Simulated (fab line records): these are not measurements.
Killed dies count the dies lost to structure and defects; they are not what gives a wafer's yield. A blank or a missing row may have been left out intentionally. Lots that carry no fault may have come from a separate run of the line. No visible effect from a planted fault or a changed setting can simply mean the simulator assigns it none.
A lot that was struck, set against a sound lot    flow n5_finfet    15 steps out of a route of 1938
Sound: the wafers L157.1, L157.4, L157.5. The struck wafers were L175.3, L175.4, L175.6. Last of all comes the cause.
Per side, at each step with rows, come the tool, then ch with its chambers, and then its first start. Under that, the readings that differ: sound wafers    struck wafers    difference of the means    sigmas: that difference in standard deviations of wafers without a fault.
alike: readings whose means differ by less than 2 such deviations, and words and numbers that are the same on both sides. not compared: withheld readings, readings that some wafer has no value for, bounds like >300 that may hide the same value, and numbers for which the record gives no deviation and whose values overlap.
The two part at a step that has a row with sigmas, a row that says differs or no value, or rows on one side only. Numbers that don't overlap but have no deviation are shown without sigmas and don't part them. A reading that every wafer of one side lacks parts them only if that side has two wafers or more.

N5_BEOL_M3_ANNEAL_87: time 240 s.
  struck on pvd_sputter-02, day 12 00:29; sound on pvd_sputter-02, day 7 09:53
  alike: heater_power_w
then, 1 step without rows for these wafers: N5_BEOL_M3_SPUTTER_88 (material Cu, target thk 4.5 nm, time 8.29 s).
N5_BEOL_M3_ANNEAL_89: time 240 s.
  struck on pvd_sputter-02, day 12 00:43; sound on pvd_sputter-02, day 7 10:07
  alike: heater_power_w
then, 4 steps without rows for these wafers: N5_BEOL_M3_SPUTTER_90 (material Cu, target thk 4.5 nm, time 8.29 s); N5_BEOL_M3_ANNEAL_91 (time 240 s); N5_BEOL_M3_SPUTTER_92 (material Cu, target thk 4.5 nm, time 8.29 s); N5_BEOL_M3_ANNEAL_93 (time 240 s).
N5_BEOL_M3_SPUTTER_94: material Cu, target thk 4.5 nm, time 8.29 s.
  struck on pvd_sputter-02, day 12 01:17; sound on pvd_sputter-02, day 7 10:41
  alike: throttle_valve_pct
N5_BEOL_M3_ANNEAL_95: time 240 s.
  struck on pvd_sputter-02, day 12 01:22; sound on pvd_sputter-02, day 7 10:46
  alike: heater_power_w
N5_BEOL_M3_SPUTTER_96: material Cu, target thk 4.5 nm, time 8.29 s.
  struck on pvd_sputter-02, day 12 01:31; sound on pvd_sputter-02, day 7 10:55
  alike: throttle_valve_pct
then, 2 steps without rows for these wafers: N5_BEOL_M3_ECD_50 (material Cu, target thk 300 nm); N5_BEOL_M3_ANNEAL_51 (time 90 s).
N5_BEOL_M3_CMP_52: polishes, stops on SiOC, t overpolish 6.8 s, target thk 40 nm.
  sound on cmp-03 ch 2,3, day 7 11:32; struck on cmp-03 ch 1,2,3, day 12 02:08
reading                       sound           struck          difference  sigmas
barrier_field_endpoint_s (s)  24.6 24.1 24.3  29.0 29.7 30.3  +5.3        +11
time_to_endpoint_s (s)        64.9 59.6 61.2  80.3 76.8 80.4  +17.3       +8
  alike: motor_current_A, overpolish_run_s, slurry_flow_ml_min
N5_BEOL_M4_RC_MEAS_101:
  sound on prober-01 ch 0, day 7 23:08; struck on prober-01 ch 0, day 12 14:14
  alike: DIBL_N, DIBL_P, IOFF_N, IOFF_P, ION_N, ION_P, SS_N, SS_P, VT_N, VT_P
-- a jump in the record: the struck wafers' starts before and after are 4 days apart (it breaks off in module BEOL_M4 and resumes in module PASSIVATION, where the first step shown is number 1936 of the route) --
N5_PASSIVATION_PROBE_49:
  struck on prober-02, day 16 16:49; sound on prober-01, day 12 09:35
reading                  sound        struck       difference  sigmas
killed_short             26 20 26     33 40 46     +16         +2
sort_bin_5_function (%)  4.2 3.5 3.8  4.5 6.5 6.4  +2.0        +2
  alike: defect_limited_yield, killed_at_M0_to_M3, killed_at_M4_up, killed_at_contacts, killed_at_front_end, killed_at_other, killed_dies, killed_open, sort_bin_6_memory, sort_n_pass, sort_yield_pct

== WHERE THEY PART ==
First at N5_BEOL_M3_CMP_52; last, within this record, at N5_PASSIVATION_PROBE_49.

WHY: the cause the simulator had injected
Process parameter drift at N5_BEOL_M3_CMP_52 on cmp-03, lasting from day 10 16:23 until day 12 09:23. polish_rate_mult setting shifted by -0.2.
